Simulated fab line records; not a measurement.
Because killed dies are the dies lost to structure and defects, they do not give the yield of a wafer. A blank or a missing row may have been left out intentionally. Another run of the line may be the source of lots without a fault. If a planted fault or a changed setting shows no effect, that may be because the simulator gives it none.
fab line records / flow nand_harc
[record] lots = 7 wafers = 21 last_day = 33
route steps=1302 shown A_CHANNEL_FILL_D1@515 A_DECK1_JOINT@518 END@1302
lots that met no fault: taken from a fault-free run of the same line
start_h: hours from the record's opening day to when the first of the lot's shown wafers began / wait_h: hours elapsed since this lot's preceding step / " the same as in the row above / L1.1+2: several wafers, shown together as one row / - no value present, or no start provided / * or withheld: withheld / < > ~ a bound
route shown NAME@n: NAME is a module with steps in the file, n the number in the route of the first one / usual: mean and standard deviation over wafers with no fault / same: alike in all rows / chamber/n: place in a boat / sites: readings site by site / _std_site: how widely they spread, as a standard deviation / _edge_site: the outer-site mean with the inner-site mean subtracted / radius_mm: how far each site lies from the wafer's centre / mask NAME#n: copy n / behind: the last tool/chamber to shape the wafer / hold: cause of the lot's hold/its duration in hours/its outcome / device: the transistor (n, p or np) that didn't switch / end of line: at the end of the route, the tests of the same wafers / where a step has no rows: the recipe by itself / killed: count of dies lost to structure and defects at first sort (not the wafer's yield) / map: dies across one wafer; x = killed, . = not, _ = none there
set.NAME: the run value of the setting; set.NAME@STEP: its run value at that earlier step / model.NAME: the simulator's own value behind a step, which no gauge read
lots seen at some steps along the route; tables by step, rows by wafer
services: a tool's chamber out of use, with start hour (start_h, from the record's first day; less than 0 if before it), hours out, and reason
[[steps]]
[step NHARC_A_CHANNEL_FILL_D1_SRD_12]
[step NHARC_A_CHANNEL_FILL_D1_INSPECT_13]
[usual] raw_defect_count = 302/100
lot.wafer=L343.3 tool=defect_inspect-02 chamber=- start_h=316.94 wait_h=0.0 raw_defect_count=511
lot.wafer=L343.4 tool=defect_inspect-02 chamber=- start_h=316.94 wait_h=0.0 raw_defect_count=238
lot.wafer=L343.5 tool=defect_inspect-02 chamber=- start_h=316.94 wait_h=0.0 raw_defect_count=292
lot.wafer=L345.1 tool=defect_inspect-02 chamber=- start_h=347.79 wait_h=0.0 raw_defect_count=342
lot.wafer=L345.2 tool=defect_inspect-02 chamber=- start_h=347.79 wait_h=0.0 raw_defect_count=252
lot.wafer=L345.6 tool=defect_inspect-02 chamber=- start_h=347.79 wait_h=0.0 raw_defect_count=257
lot.wafer=L348.2 tool=defect_inspect-02 chamber=- start_h=379.11 wait_h=0.0 raw_defect_count=226
lot.wafer=L348.5 tool=defect_inspect-02 chamber=- start_h=379.11 wait_h=0.0 raw_defect_count=358
lot.wafer=L348.6 tool=defect_inspect-02 chamber=- start_h=379.11 wait_h=0.0 raw_defect_count=314
lot.wafer=L350.2 tool=defect_inspect-02 chamber=- start_h=387.01 wait_h=0.0 raw_defect_count=257
lot.wafer=L350.5 tool=defect_inspect-02 chamber=- start_h=387.01 wait_h=0.0 raw_defect_count=221
lot.wafer=L350.6 tool=defect_inspect-02 chamber=- start_h=387.01 wait_h=0.0 raw_defect_count=172
lot.wafer=L349.2 tool=defect_inspect-02 chamber=- start_h=387.02 wait_h=0.0 raw_defect_count=274
lot.wafer=L349.5 tool=defect_inspect-02 chamber=- start_h=387.02 wait_h=0.0 raw_defect_count=455
lot.wafer=L349.6 tool=defect_inspect-02 chamber=- start_h=387.02 wait_h=0.0 raw_defect_count=312
lot.wafer=L354.2 tool=defect_inspect-02 chamber=- start_h=431.37 wait_h=0.0 raw_defect_count=276
lot.wafer=L354.3 tool=defect_inspect-02 chamber=- start_h=431.37 wait_h=0.0 raw_defect_count=207
lot.wafer=L354.5 tool=defect_inspect-02 chamber=- start_h=431.37 wait_h=0.0 raw_defect_count=235
lot.wafer=L358.2 tool=defect_inspect-01 chamber=- start_h=464.71 wait_h=0.0 raw_defect_count=139
lot.wafer=L358.4 tool=defect_inspect-01 chamber=- start_h=464.71 wait_h=0.0 raw_defect_count=163
lot.wafer=L358.5 tool=defect_inspect-01 chamber=- start_h=464.71 wait_h=0.0 raw_defect_count=188
[step NHARC_A_DECK1_JOINT_ETCHBACK_07]
[recipe] target_depth_a = 1050 time_s = 26.9 hbr_flow_sccm = 150 rf_w = 350 icp_w = 350 bias_w = 60 chemistry = HBr
[usual] bias_w = 60.02/0.18 drypump_motor_current_A = 5.6/0.34 oes_product_au = 1.002/0.012 throttle_valve_pct = 23.266/0.0089
lot.wafer=L343.4 tool=rie_si-05 chamber=2 start_h=317.00 wait_h=0.1 bias_w=60.17 drypump_motor_current_A=5.9 oes_product_au=1.004 rf_hours_counter_h=0 throttle_valve_pct=23.255
lot.wafer=L343.3 tool=rie_si-05 chamber=3 start_h=317.00 wait_h=0.1 bias_w=60.18 drypump_motor_current_A=5.2 oes_product_au=1.029 rf_hours_counter_h=0 throttle_valve_pct=23.278
lot.wafer=L343.5 tool=rie_si-05 chamber=3 start_h=317.00 wait_h=0.1 bias_w=60.18 drypump_motor_current_A=5.2 oes_product_au=1.031 rf_hours_counter_h=- throttle_valve_pct=23.262
lot.wafer=L345.2 tool=rie_si-05 chamber=3 start_h=347.85 wait_h=0.1 bias_w=60.44 drypump_motor_current_A=5.2 oes_product_au=1.017 rf_hours_counter_h=0.2 throttle_valve_pct=23.254
lot.wafer=L345.1 tool=rie_si-05 chamber=1 start_h=347.85 wait_h=0.1 bias_w=59.93 drypump_motor_current_A=5.6 oes_product_au=1.005 rf_hours_counter_h=0.1 throttle_valve_pct=23.271
lot.wafer=L345.6 tool=rie_si-05 chamber=0 start_h=347.85 wait_h=0.1 bias_w=59.97 drypump_motor_current_A=5.6 oes_product_au=0.981 rf_hours_counter_h=- throttle_valve_pct=23.260
lot.wafer=L348.2 tool=rie_si-05 chamber=3 start_h=379.21 wait_h=0.1 bias_w=60.01 drypump_motor_current_A=5.2 oes_product_au=1.020 rf_hours_counter_h=0.5 throttle_valve_pct=23.286
lot.wafer=L348.5 tool=rie_si-05 chamber=0 start_h=379.21 wait_h=0.1 bias_w=60.16 drypump_motor_current_A=5.6 oes_product_au=0.992 rf_hours_counter_h=- throttle_valve_pct=23.273
lot.wafer=L348.6 tool=rie_si-05 chamber=1 start_h=379.21 wait_h=0.1 bias_w=59.88 drypump_motor_current_A=5.6 oes_product_au=1.002 rf_hours_counter_h=- throttle_valve_pct=23.260
lot.wafer=L350.2 tool=rie_si-05 chamber=0 start_h=387.10 wait_h=0.1 bias_w=59.98 drypump_motor_current_A=5.6 oes_product_au=1.006 rf_hours_counter_h=0.4 throttle_valve_pct=23.269
lot.wafer=L350.5 tool=rie_si-05 chamber=2 start_h=387.10 wait_h=0.1 bias_w=59.98 drypump_motor_current_A=5.9 oes_product_au=1.015 rf_hours_counter_h=- throttle_valve_pct=23.280
lot.wafer=L350.6 tool=rie_si-05 chamber=3 start_h=387.10 wait_h=0.1 bias_w=60.20 drypump_motor_current_A=5.2 oes_product_au=1.024 rf_hours_counter_h=- throttle_valve_pct=23.272
lot.wafer=L349.2 tool=rie_si-04 chamber=0 start_h=387.11 wait_h=0.1 bias_w=60.01 drypump_motor_current_A=6.3 oes_product_au=1.000 rf_hours_counter_h=0.2 throttle_valve_pct=23.270
lot.wafer=L349.6 tool=rie_si-04 chamber=1 start_h=387.11 wait_h=0.1 bias_w=59.91 drypump_motor_current_A=5.4 oes_product_au=0.998 rf_hours_counter_h=- throttle_valve_pct=23.262
lot.wafer=L349.5 tool=rie_si-04 chamber=2 start_h=387.11 wait_h=0.1 bias_w=60.09 drypump_motor_current_A=5.3 oes_product_au=0.998 rf_hours_counter_h=- throttle_valve_pct=23.253
lot.wafer=L354.2 tool=rie_si-04 chamber=3 start_h=431.43 wait_h=0.1 bias_w=60.13 drypump_motor_current_A=5.6 oes_product_au=0.987 rf_hours_counter_h=0.5 throttle_valve_pct=23.265
lot.wafer=L354.3 tool=rie_si-04 chamber=0 start_h=431.43 wait_h=0.1 bias_w=60.23 drypump_motor_current_A=6.3 oes_product_au=1.011 rf_hours_counter_h=0.4 throttle_valve_pct=23.268
lot.wafer=L354.5 tool=rie_si-04 chamber=0 start_h=431.43 wait_h=0.1 bias_w=60.08 drypump_motor_current_A=6.3 oes_product_au=0.993 rf_hours_counter_h=- throttle_valve_pct=23.252
lot.wafer=L358.4 tool=rie_si-03 chamber=1 start_h=464.78 wait_h=0.1 bias_w=60.00 drypump_motor_current_A=5.3 oes_product_au=1.003 rf_hours_counter_h=0.3 throttle_valve_pct=23.252
lot.wafer=L358.2 tool=rie_si-03 chamber=3 start_h=464.78 wait_h=0.1 bias_w=60.03 drypump_motor_current_A=5.0 oes_product_au=1.003 rf_hours_counter_h=0.3 throttle_valve_pct=23.250
lot.wafer=L358.5 tool=rie_si-03 chamber=0 start_h=464.78 wait_h=0.1 bias_w=60.18 drypump_motor_current_A=5.7 oes_product_au=1.026 rf_hours_counter_h=- throttle_valve_pct=23.274
[step NHARC_A_DECK1_JOINT_ETCH_25]
[recipe] target_depth_a = 5 chemistry = dHF material = SiO2
[step NHARC_A_DECK1_JOINT_ETCH_19]
[recipe] temp_c = 25 target_depth_a = 30 chemistry = TMAH material = poly-Si
[step NHARC_A_DECK1_JOINT_ETCH_18]
[recipe] target_depth_a = 30 chemistry = dHF material = SiO2
[step NHARC_A_DECK1_JOINT_WET_08]
[recipe] temp_c = 160 time_s = 86 chemistry = H3PO4
[step NHARC_A_DECK1_JOINT_ETCH_09]
[recipe] target_depth_a = 50 chemistry = dHF material = SiO2
[step NHARC_A_DECK1_JOINT_WET_10]
[recipe] temp_c = 160 time_s = 86 chemistry = H3PO4
[step NHARC_A_DECK1_JOINT_ETCH_11]
[recipe] target_depth_a = 350 chemistry = dHF material = SiO2
[step NHARC_A_DECK1_JOINT_CVD_12]
[recipe] target_thk_a = 900 temp_c = 620 pressure_mtorr = 200 time_s = 1800 material = poly-Si
[usual] pressure_mtorr = 200.1/0.38 run_length_s = 1801.5/0.45 zone_power_bottom_pct = 13.0/1.5 zone_power_lower_pct = 9.0/0.88
lot.wafer=L343.3 tool=lpcvd_poly-04 chamber=0 start_h=324.45 wait_h=2.7 pressure_mtorr=200.1 run_length_s=1802.5 zone_power_bottom_pct=15.5 zone_power_lower_pct=9.4
lot.wafer=L343.4 tool=lpcvd_poly-04 chamber=0 start_h=324.45 wait_h=2.7 pressure_mtorr=200.1 run_length_s=1802.5 zone_power_bottom_pct=15.7 zone_power_lower_pct=9.2
lot.wafer=L343.5 tool=lpcvd_poly-04 chamber=0 start_h=324.45 wait_h=2.7 pressure_mtorr=200.1 run_length_s=1802.5 zone_power_bottom_pct=15.7 zone_power_lower_pct=9.2
lot.wafer=L345.1 tool=lpcvd_poly-04 chamber=0 start_h=355.30 wait_h=2.6 pressure_mtorr=200.5 run_length_s=1801.5 zone_power_bottom_pct=15.6 zone_power_lower_pct=9.2
lot.wafer=L345.2 tool=lpcvd_poly-04 chamber=0 start_h=355.30 wait_h=2.6 pressure_mtorr=200.2 run_length_s=1801.5 zone_power_bottom_pct=15.7 zone_power_lower_pct=9.5
lot.wafer=L345.6 tool=lpcvd_poly-04 chamber=0 start_h=355.30 wait_h=2.6 pressure_mtorr=200.3 run_length_s=1801.5 zone_power_bottom_pct=15.5 zone_power_lower_pct=9.4
lot.wafer=L348.2 tool=lpcvd_poly-04 chamber=- start_h=389.03 wait_h=5.0 pressure_mtorr=- run_length_s=- zone_power_bottom_pct=- zone_power_lower_pct=-
lot.wafer=L348.5 tool=lpcvd_poly-04 chamber=- start_h=389.03 wait_h=5.0 pressure_mtorr=- run_length_s=- zone_power_bottom_pct=- zone_power_lower_pct=-
lot.wafer=L348.6 tool=lpcvd_poly-04 chamber=- start_h=389.03 wait_h=5.0 pressure_mtorr=- run_length_s=- zone_power_bottom_pct=- zone_power_lower_pct=-
lot.wafer=L349.2 tool=lpcvd_poly-02 chamber=- start_h=394.36 wait_h=2.4 pressure_mtorr=- run_length_s=- zone_power_bottom_pct=- zone_power_lower_pct=-
lot.wafer=L349.5 tool=lpcvd_poly-02 chamber=- start_h=394.36 wait_h=2.4 pressure_mtorr=- run_length_s=- zone_power_bottom_pct=- zone_power_lower_pct=-
lot.wafer=L349.6 tool=lpcvd_poly-02 chamber=- start_h=394.36 wait_h=2.4 pressure_mtorr=- run_length_s=- zone_power_bottom_pct=- zone_power_lower_pct=-
lot.wafer=L350.2 tool=lpcvd_poly-02 chamber=- start_h=394.36 wait_h=2.4 pressure_mtorr=- run_length_s=- zone_power_bottom_pct=- zone_power_lower_pct=-
lot.wafer=L350.5 tool=lpcvd_poly-02 chamber=- start_h=394.36 wait_h=2.4 pressure_mtorr=- run_length_s=- zone_power_bottom_pct=- zone_power_lower_pct=-
lot.wafer=L350.6 tool=lpcvd_poly-02 chamber=- start_h=394.36 wait_h=2.4 pressure_mtorr=- run_length_s=- zone_power_bottom_pct=- zone_power_lower_pct=-
lot.wafer=L354.2 tool=lpcvd_poly-02 chamber=0 start_h=438.78 wait_h=2.5 pressure_mtorr=200.5 run_length_s=1802.1 zone_power_bottom_pct=11.7 zone_power_lower_pct=8.1
lot.wafer=L354.3 tool=lpcvd_poly-02 chamber=0 start_h=438.78 wait_h=2.5 pressure_mtorr=200.1 run_length_s=1802.1 zone_power_bottom_pct=11.9 zone_power_lower_pct=8.2
lot.wafer=L354.5 tool=lpcvd_poly-02 chamber=0 start_h=438.78 wait_h=2.5 pressure_mtorr=200.0 run_length_s=1802.1 zone_power_bottom_pct=11.8 zone_power_lower_pct=8.2
lot.wafer=L358.2 tool=lpcvd_poly-01 chamber=0 start_h=472.21 wait_h=2.5 pressure_mtorr=199.6 run_length_s=1801.4 zone_power_bottom_pct=12.6 zone_power_lower_pct=10.4
lot.wafer=L358.4 tool=lpcvd_poly-01 chamber=0 start_h=472.21 wait_h=2.5 pressure_mtorr=199.3 run_length_s=1801.4 zone_power_bottom_pct=12.4 zone_power_lower_pct=10.1
lot.wafer=L358.5 tool=lpcvd_poly-01 chamber=0 start_h=472.21 wait_h=2.5 pressure_mtorr=199.9 run_length_s=1801.4 zone_power_bottom_pct=12.6 zone_power_lower_pct=10.2
[step NHARC_A_DECK1_JOINT_CMP_13]
[recipe] target_thk_nm = 51.023
[usual] motor_current_A = 12.0/0.57 time_to_endpoint_s = 8.6/2.8
lot.wafer=L343.4 tool=cmp-01 chamber=1 start_h=327.31 wait_h=0.4 motor_current_A=12.9 time_to_endpoint_s=11.8
lot.wafer=L343.3 tool=cmp-01 chamber=3 start_h=327.31 wait_h=0.4 motor_current_A=11.7 time_to_endpoint_s=6.3
lot.wafer=L343.5 tool=cmp-01 chamber=0 start_h=327.31 wait_h=0.4 motor_current_A=11.6 time_to_endpoint_s=4.1
lot.wafer=L345.1 tool=cmp-02 chamber=3 start_h=358.17 wait_h=0.4 motor_current_A=11.9 time_to_endpoint_s=9.1
lot.wafer=L345.2 tool=cmp-02 chamber=0 start_h=358.17 wait_h=0.4 motor_current_A=11.0 time_to_endpoint_s=9.5
lot.wafer=L345.6 tool=cmp-02 chamber=3 start_h=358.17 wait_h=0.4 motor_current_A=12.7 time_to_endpoint_s=7.5
lot.wafer=L348.2 tool=cmp-04 chamber=3 start_h=391.90 wait_h=0.4 motor_current_A=11.8 time_to_endpoint_s=-
lot.wafer=L348.5 tool=cmp-04 chamber=1 start_h=391.90 wait_h=0.4 motor_current_A=12.3 time_to_endpoint_s=-
lot.wafer=L348.6 tool=cmp-04 chamber=2 start_h=391.90 wait_h=0.4 motor_current_A=12.0 time_to_endpoint_s=-
lot.wafer=L349.2 tool=cmp-02 chamber=0 start_h=397.19 wait_h=0.4 motor_current_A=11.9 time_to_endpoint_s=-
lot.wafer=L349.6 tool=cmp-02 chamber=3 start_h=397.19 wait_h=0.4 motor_current_A=11.7 time_to_endpoint_s=-
lot.wafer=L349.5 tool=cmp-02 chamber=0 start_h=397.19 wait_h=0.4 motor_current_A=11.7 time_to_endpoint_s=-
lot.wafer=L350.2 tool=cmp-01 chamber=2 start_h=397.19 wait_h=0.4 motor_current_A=12.2 time_to_endpoint_s=-
lot.wafer=L350.5 tool=cmp-01 chamber=1 start_h=397.19 wait_h=0.4 motor_current_A=13.0 time_to_endpoint_s=-
lot.wafer=L350.6 tool=cmp-01 chamber=2 start_h=397.19 wait_h=0.4 motor_current_A=12.1 time_to_endpoint_s=-
lot.wafer=L354.2 tool=cmp-04 chamber=2 start_h=441.63 wait_h=0.4 motor_current_A=12.7 time_to_endpoint_s=1.5
lot.wafer=L354.3 tool=cmp-04 chamber=3 start_h=441.63 wait_h=0.4 motor_current_A=12.3 time_to_endpoint_s=9.3
lot.wafer=L354.5 tool=cmp-04 chamber=3 start_h=441.63 wait_h=0.4 motor_current_A=11.4 time_to_endpoint_s=6.1
lot.wafer=L358.2 tool=cmp-01 chamber=2 start_h=475.08 wait_h=0.4 motor_current_A=12.0 time_to_endpoint_s=6.9
lot.wafer=L358.4 tool=cmp-01 chamber=3 start_h=475.08 wait_h=0.4 motor_current_A=12.0 time_to_endpoint_s=8.4
lot.wafer=L358.5 tool=cmp-01 chamber=2 start_h=475.08 wait_h=0.4 motor_current_A=12.4 time_to_endpoint_s=5.9
[step NHARC_A_DECK1_JOINT_SRD_04]
[step NHARC_END_SORT_01]
[recipe] temp_c = 25
[usual] killed_at_array = 47/18 killed_at_other = 0.9/1.1 killed_at_periphery = 4/3.1 killed_dies = 52/18 killed_open = 3.1/1.5 killed_short = 2.4/1.5
[same] gross_dies = 677
lot.wafer=L348.2 tool=prober-02 chamber=0 start_h=704.59 wait_h=2.8 killed_at_array=675 killed_at_other=0 killed_at_periphery=2 killed_dies=677 killed_open=1 killed_short=4
lot.wafer=L348.5 tool=prober-02 chamber=0 start_h=706.97 wait_h=3.7 killed_at_array=670 killed_at_other=0 killed_at_periphery=7 killed_dies=677 killed_open=2 killed_short=2
lot.wafer=L348.6 tool=prober-02 chamber=0 start_h=707.77 wait_h=4.0 killed_at_array=673 killed_at_other=0 killed_at_periphery=4 killed_dies=677 killed_open=4 killed_short=2
lot.wafer=L349.2 tool=prober-01 chamber=0 start_h=704.62 wait_h=2.8 killed_at_array=675 killed_at_other=0 killed_at_periphery=2 killed_dies=677 killed_open=3 killed_short=2
lot.wafer=L349.5 tool=prober-01 chamber=0 start_h=706.99 wait_h=3.7 killed_at_array=670 killed_at_other=0 killed_at_periphery=7 killed_dies=677 killed_open=2 killed_short=3
lot.wafer=L349.6 tool=prober-01 chamber=0 start_h=707.78 wait_h=3.9 killed_at_array=673 killed_at_other=0 killed_at_periphery=4 killed_dies=677 killed_open=4 killed_short=2
lot.wafer=L350.2 tool=prober-02 chamber=0 start_h=712.39 wait_h=2.8 killed_at_array=666 killed_at_other=0 killed_at_periphery=11 killed_dies=677 killed_open=2 killed_short=5
lot.wafer=L350.5 tool=prober-02 chamber=0 start_h=714.78 wait_h=3.7 killed_at_array=663 killed_at_other=1 killed_at_periphery=13 killed_dies=677 killed_open=4 killed_short=1
lot.wafer=L350.6 tool=prober-02 chamber=0 start_h=715.58 wait_h=4.0 killed_at_array=666 killed_at_other=0 killed_at_periphery=11 killed_dies=677 killed_open=5 killed_short=1
// killed by level:class
L348.2 A_DECK1_JOINT:area_cvd=628 A_CHANNEL_HOLE_D1:chamber_film_flake=32 A_STAIRCASE:chamber_film_flake=5 A_SOURCE_PLATE:geometric_particle:short=1 A_CHANNEL_HOLE_D2:geometric_particle:short=1 A_SGD_CUT:geometric_particle:open=1 A_WL_FILL:geometric_particle:short=1 A_BONDPAD:geometric_particle:short=1
L349.2 A_DECK1_JOINT:area_cvd=614 A_SLIT:chamber_film_flake=22 A_CHANNEL_HOLE_D1:chamber_film_flake=11 A_CHANNEL_HOLE_D2:chamber_film_flake=11 A_BONDPAD:chamber_film_flake=4 A_STAIRCASE:chamber_film_flake=3 A_CHANNEL_FILL_D1:geometric_particle:short=2 A_CONTACT:chamber_film_flake=2
L348.5 A_DECK1_JOINT:area_cvd=641 A_CHANNEL_HOLE_D1:chamber_film_flake=15 P_GATE:chamber_film_flake=4 A_SLIT:chamber_film_flake=3 P_STI:chamber_film_flake=2 A_CHANNEL_FILL_D2:chamber_film_flake=2 A_STAIRCASE:chamber_film_flake=2 A_BONDPAD:chamber_film_flake=2
L349.5 A_DECK1_JOINT:area_cvd=610 A_SLIT:chamber_film_flake=21 A_CHANNEL_HOLE_D1:chamber_film_flake=12 A_CHANNEL_HOLE_D2:chamber_film_flake=9 A_STAIRCASE:chamber_film_flake=4 A_BONDPAD:chamber_film_flake=4 P_GATE:chamber_film_flake=3 A_CONTACT:chamber_film_flake=3
L348.6 A_DECK1_JOINT:area_cvd=629 A_CHANNEL_HOLE_D1:chamber_film_flake=29 A_SLIT:chamber_film_flake=3 A_STAIRCASE:chamber_film_flake=3 A_BONDPAD:chamber_film_flake=2 P_CONTACT:geometric_particle:open=1 P_M0:geometric_particle:open=1 A_CHANNEL_HOLE_D1:geometric_particle:open=1
L349.6 A_DECK1_JOINT:area_cvd=593 A_CHANNEL_HOLE_D1:chamber_film_flake=35 A_SLIT:chamber_film_flake=22 A_CHANNEL_HOLE_D2:chamber_film_flake=9 A_BONDPAD:chamber_film_flake=5 A_ONON_D1:geometric_particle:short=2 P_STI:chamber_film_flake=2 A_STAIRCASE:chamber_film_flake=2
L350.2 A_DECK1_JOINT:area_cvd=594 A_CHANNEL_HOLE_D1:chamber_film_flake=37 A_CHANNEL_HOLE_D2:chamber_film_flake=15 A_CONTACT:chamber_film_flake=10 P_CONTACT:chamber_film_flake=7 A_SLIT:chamber_film_flake=3 A_DECK1_JOINT:geometric_particle:short=2 P_GATE:geometric_particle:open=1
L350.5 A_DECK1_JOINT:area_cvd=590 A_CHANNEL_HOLE_D1:chamber_film_flake=33 A_CHANNEL_HOLE_D2:chamber_film_flake=16 A_CONTACT:chamber_film_flake=8 P_CONTACT:chamber_film_flake=7 A_STAIRCASE:chamber_film_flake=6 A_SLIT:chamber_film_flake=5 P_GATE:chamber_film_flake=3
L350.6 A_DECK1_JOINT:area_cvd=621 A_CHANNEL_HOLE_D1:chamber_film_flake=14 A_CHANNEL_HOLE_D2:chamber_film_flake=14 A_CONTACT:chamber_film_flake=8 P_CONTACT:chamber_film_flake=4 P_ZERO_WELL:chamber_film_flake=3 P_M2:chamber_film_flake=3 A_M0:geometric_particle:open=2
// map L348.2 (x killed, . not)
____________x____________
_________xxxxxxx_________
_______xxxxxxxxxxx_______
______xxxxxxxxxxxxx______
_____xxxxxxxxxxxxxxx_____
____xxxxxxxxxxxxxxxxx____
____xxxxxxxxxxxxxxxxx____
___xxxxxxxxxxxxxxxxxxx___
___xxxxxxxxxxxxxxxxxxx___
__xxxxxxxxxxxxxxxxxxxxx__
__xxxxxxxxxxxxxxxxxxxxx__
_xxxxxxxxxxxxxxxxxxxxxxx_
_xxxxxxxxxxxxxxxxxxxxxxx_
_xxxxxxxxxxxxxxxxxxxxxxx_
_xxxxxxxxxxxxxxxxxxxxxxx_
_xxxxxxxxxxxxxxxxxxxxxxx_
xxxxxxxxxxxxxxxxxxxxxxxxx
xxxxxxxxxxxxxxxxxxxxxxxxx
xxxxxxxxxxxxxxxxxxxxxxxxx
xxxxxxxxxxxxxxxxxxxxxxxxx
xxxxxxxxxxxxxxxxxxxxxxxxx
_xxxxxxxxxxxxxxxxxxxxxxx_
_xxxxxxxxxxxxxxxxxxxxxxx_
_xxxxxxxxxxxxxxxxxxxxxxx_
_xxxxxxxxxxxxxxxxxxxxxxx_
_xxxxxxxxxxxxxxxxxxxxxxx_
__xxxxxxxxxxxxxxxxxxxxx__
__xxxxxxxxxxxxxxxxxxxxx__
___xxxxxxxxxxxxxxxxxxx___
___xxxxxxxxxxxxxxxxxxx___
____xxxxxxxxxxxxxxxxx____
____xxxxxxxxxxxxxxxxx____
_____xxxxxxxxxxxxxxx_____
______xxxxxxxxxxxxx______
_______xxxxxxxxxxx_______
_________xxxxxxx_________
____________x____________
// map L349.2 (x killed, . not)
____________x____________
_________xxxxxxx_________
_______xxxxxxxxxxx_______
______xxxxxxxxxxxxx______
_____xxxxxxxxxxxxxxx_____
____xxxxxxxxxxxxxxxxx____
____xxxxxxxxxxxxxxxxx____
___xxxxxxxxxxxxxxxxxxx___
___xxxxxxxxxxxxxxxxxxx___
__xxxxxxxxxxxxxxxxxxxxx__
__xxxxxxxxxxxxxxxxxxxxx__
_xxxxxxxxxxxxxxxxxxxxxxx_
_xxxxxxxxxxxxxxxxxxxxxxx_
_xxxxxxxxxxxxxxxxxxxxxxx_
_xxxxxxxxxxxxxxxxxxxxxxx_
_xxxxxxxxxxxxxxxxxxxxxxx_
xxxxxxxxxxxxxxxxxxxxxxxxx
xxxxxxxxxxxxxxxxxxxxxxxxx
xxxxxxxxxxxxxxxxxxxxxxxxx
xxxxxxxxxxxxxxxxxxxxxxxxx
xxxxxxxxxxxxxxxxxxxxxxxxx
_xxxxxxxxxxxxxxxxxxxxxxx_
_xxxxxxxxxxxxxxxxxxxxxxx_
_xxxxxxxxxxxxxxxxxxxxxxx_
_xxxxxxxxxxxxxxxxxxxxxxx_
_xxxxxxxxxxxxxxxxxxxxxxx_
__xxxxxxxxxxxxxxxxxxxxx__
__xxxxxxxxxxxxxxxxxxxxx__
___xxxxxxxxxxxxxxxxxxx___
___xxxxxxxxxxxxxxxxxxx___
____xxxxxxxxxxxxxxxxx____
____xxxxxxxxxxxxxxxxx____
_____xxxxxxxxxxxxxxx_____
______xxxxxxxxxxxxx______
_______xxxxxxxxxxx_______
_________xxxxxxx_________
____________x____________
[[services]]
tool=rie_si-05 chamber=- start_h=305.00 hours=9.0 kind=pm
tool=rie_si-05 chamber=0 start_h=305.00 hours=9.0 kind=vent_cycle
tool=rie_si-05 chamber=1 start_h=305.00 hours=9.0 kind=vent_cycle
tool=rie_si-05 chamber=2 start_h=305.00 hours=9.0 kind=vent_cycle
tool=rie_si-05 chamber=3 start_h=305.00 hours=9.0 kind=vent_cycle
tool=rie_si-05 chamber=0 start_h=314.00 hours=- kind=clean
tool=rie_si-05 chamber=1 start_h=314.00 hours=- kind=clean
tool=rie_si-05 chamber=2 start_h=314.00 hours=- kind=clean
tool=cmp-04 chamber=- start_h=316.11 hours=4.0 kind=pm
tool=cmp-02 chamber=- start_h=332.05 hours=4.0 kind=pm
tool=cmp-01 chamber=- start_h=333.58 hours=2.4 kind=repair
tool=rie_si-04 chamber=- start_h=342.00 hours=9.0 kind=pm
tool=cmp-02 chamber=- start_h=367.75 hours=6.1 kind=repair
tool=cmp-04 chamber=- start_h=368.08 hours=1.6 kind=repair
tool=cmp-01 chamber=- start_h=381.66 hours=4.0 kind=pm
tool=rie_si-03 chamber=- start_h=398.00 hours=9.0 kind=pm
tool=rie_si-04 chamber=- start_h=403.34 hours=5.2 kind=repair
tool=cmp-02 chamber=- start_h=406.93 hours=1.9 kind=repair
tool=cmp-04 chamber=- start_h=414.11 hours=4.0 kind=pm
tool=cmp-01 chamber=- start_h=420.63 hours=2.9 kind=repair
tool=cmp-02 chamber=- start_h=430.05 hours=4.0 kind=pm
tool=rie_si-03 chamber=2 start_h=438.17 hours=10.8 kind=repair
tool=cmp-02 chamber=- start_h=455.21 hours=2.5 kind=repair
tool=cmp-04 chamber=- start_h=467.90 hours=3.2 kind=repair
[[key]]
[first_sign] step = NHARC_A_DECK1_JOINT_CVD_12 reading = tool_record direction = missing
[effect] step = NHARC_END_SORT_01 reading = killed_at_array direction = up sigmas = 35 usual = 47 struck = 670
[more_kills_born_at] NHARC_A_DECK1_JOINT_CVD_12@lpcvd_poly-02 = 3622 NHARC_A_DECK1_JOINT_CVD_12@lpcvd_poly-04 = 1898
met_at NHARC_A_DECK1_JOINT_CVD_12
struck_wafers L348.2,L348.5,L348.6,L349.2,L349.5,L349.6,L350.2,L350.5,L350.6
later_rows_left_out L348.2,L348.5,L348.6,L349.2,L349.5,L349.6,L350.2,L350.5,L350.6
tester_left_out L348,L349,L350
onset_between 355.30 389.03
[fault] kind = skipped_step_whole tool = lpcvd_poly-02,lpcvd_poly-04 chamber = - onset_h = 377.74 steps = NHARC_A_DECK1_JOINT_CVD_12 scope = struck_lots_only
// tester_left_out: of these lots the tester's yield and bins aren't shown, on N5 and GAA mostly nor the transistor test; their killed dies are dies lost to structure and defects alone, not to doping, threshold or leakage, so they don't give the yield
// later_rows_left_out: the simulator's readings of these wafers behind a module that went badly wrong aren't trusted and aren't shown, but for the sort
